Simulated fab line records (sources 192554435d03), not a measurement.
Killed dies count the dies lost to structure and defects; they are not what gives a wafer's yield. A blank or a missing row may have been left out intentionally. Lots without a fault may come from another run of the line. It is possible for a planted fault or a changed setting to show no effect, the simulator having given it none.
Matching of chambers :: flow n5Finfet :: N5_BEOL_M3_CMP_52 on cmp-01: 4 sister chambers
The step polishes, stops on SiOC, t overpolish 6.8 s, target thk 40 nm. 20 wafers are shown with their chamber, then 10 later ones without.

WAFERS WITH THEIR CHAMBER
wafer: L074.1
chamber: 1
motorCurrentA (A): 4.8
overpolishRunS (s): 6.814
timeToEndpointS (s): 57.8

wafer: L074.3
chamber: 3
motorCurrentA (A): 7.2
overpolishRunS (s): 6.798
timeToEndpointS (s): 59.5

wafer: L074.5
chamber: 0
motorCurrentA (A): 6.5
overpolishRunS (s): 6.800
timeToEndpointS (s): 59.6

wafer: L077.1
chamber: 1
motorCurrentA (A): 4.8
overpolishRunS (s): 6.809
timeToEndpointS (s): 63.0

wafer: L077.4
chamber: 2
motorCurrentA (A): 6.6
overpolishRunS (s): 6.799
timeToEndpointS (s): 64.0

wafer: L077.6
chamber: 0
motorCurrentA (A): 6.2
overpolishRunS (s): 6.808
timeToEndpointS (s): 64.6

wafer: L079.1
chamber: 0
motorCurrentA (A): 6.3
overpolishRunS (s): 6.819
timeToEndpointS (s): 63.4

wafer: L079.3
chamber: 3
motorCurrentA (A): 6.5
overpolishRunS (s): 6.795
timeToEndpointS (s): 65.9

wafer: L079.4
chamber: 2
motorCurrentA (A): 6.6
overpolishRunS (s): 6.806
timeToEndpointS (s): 60.8

wafer: L080.3
chamber: 3
motorCurrentA (A): 6.7
overpolishRunS (s): 6.801
timeToEndpointS (s): 63.6

wafer: L080.4
chamber: 2
motorCurrentA (A): 7.2
overpolishRunS (s): 6.788
timeToEndpointS (s): 61.6

wafer: L080.5
chamber: 0
motorCurrentA (A): 6.5
overpolishRunS (s): 6.793
timeToEndpointS (s): 62.0

wafer: L086.3
chamber: 1
motorCurrentA (A): 4.9
overpolishRunS (s): 6.810
timeToEndpointS (s): 63.5

wafer: L086.5
chamber: 3
motorCurrentA (A): 6.7
overpolishRunS (s): 6.803
timeToEndpointS (s): 66.7

wafer: L086.6
chamber: 2
motorCurrentA (A): 6.9
overpolishRunS (s): 6.804
timeToEndpointS (s): 65.2

wafer: L087.2
chamber: 3
motorCurrentA (A): 6.9
overpolishRunS (s): 6.799
timeToEndpointS (s): 67.9

wafer: L087.4
chamber: 2
motorCurrentA (A): 6.8
overpolishRunS (s): 6.802
timeToEndpointS (s): 63.2

wafer: L087.6
chamber: 3
motorCurrentA (A): 6.8
overpolishRunS (s): 6.802
timeToEndpointS (s): 66.5

wafer: L088.2
chamber: 2
motorCurrentA (A): 7.0
overpolishRunS (s): 6.808
timeToEndpointS (s): 67.9

wafer: L088.5
chamber: 0
motorCurrentA (A): 6.4
overpolishRunS (s): 6.800
timeToEndpointS (s): 67.3

SIGNATURES (averages over the wafers above)
reading: motorCurrentA
chamber 0: 6.380
chamber 1: 4.833
chamber 2: 6.850
chamber 3: 6.800
scatter within a chamber: 0.198

reading: overpolishRunS
chamber 0: 6.80400
chamber 1: 6.81100
chamber 2: 6.80117
chamber 3: 6.79967
scatter within a chamber: 0.00665

reading: timeToEndpointS
chamber 0: 63.380
chamber 1: 61.433
chamber 2: 63.783
chamber 3: 65.017
scatter within a chamber: 2.88
Rule: distance of a wafer from a chamber = root of the sum over the readings of ((wafer's reading minus chamber's mean) / reading's scatter) squared. The wafer belongs to the nearest chamber; if the next one is less than 2 further off, it can't be placed. How the scatter is found: for the shown wafers, subtract from each reading the mean of its chamber, square and add these, divide the total by (wafers less chambers), then take the root.

WAFERS WITH NO CHAMBER GIVEN
wafer: L088.6
motorCurrentA (A): 4.9
overpolishRunS (s): 6.805
timeToEndpointS (s): 64.3

wafer: L091.1
motorCurrentA (A): 4.9
overpolishRunS (s): 6.799
timeToEndpointS (s): 64.7

wafer: L091.2
motorCurrentA (A): 6.6
overpolishRunS (s): 6.807
timeToEndpointS (s): 68.6

wafer: L091.3
motorCurrentA (A): 6.2
overpolishRunS (s): 6.801
timeToEndpointS (s): 64.8

wafer: L092.1
motorCurrentA (A): 6.5
overpolishRunS (s): 6.796
timeToEndpointS (s): 66.8

wafer: L092.2
motorCurrentA (A): 6.2
overpolishRunS (s): 6.794
timeToEndpointS (s): 66.2

wafer: L092.5
motorCurrentA (A): 7.3
overpolishRunS (s): 6.820
timeToEndpointS (s): 66.9

wafer: L089.1
motorCurrentA (A): 4.6
overpolishRunS (s): 6.785
timeToEndpointS (s): 65.1

wafer: L089.2
motorCurrentA (A): 6.2
overpolishRunS (s): 6.808
timeToEndpointS (s): 63.3

wafer: L089.3
motorCurrentA (A): 6.8
overpolishRunS (s): 6.792
timeToEndpointS (s): 63.3

WHICH CHAMBER EACH ONE RAN IN
wafer: L088.6
from the rows above: 1
in truth: 1

wafer: L091.1
from the rows above: 1
in truth: 1

wafer: L091.2
from the rows above: can't be placed: 3 or 0 or 2
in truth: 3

wafer: L091.3
from the rows above: can't be placed: 0 or 3
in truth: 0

wafer: L092.1
from the rows above: can't be placed: 3 or 0 or 2
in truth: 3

wafer: L092.2
from the rows above: can't be placed: 0 or 3 or 2
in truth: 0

wafer: L092.5
from the rows above: can't be placed: 2 or 3 or 0
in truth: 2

wafer: L089.1
from the rows above: 1
in truth: 1

wafer: L089.2
from the rows above: 0
in truth: 0

wafer: L089.3
from the rows above: can't be placed: 3 or 2 or 0
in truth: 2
Correctly placed: 4 of 10. Not placeable from these rows: 6 (in 6, the candidates include the true chamber). 0 placed wrongly.
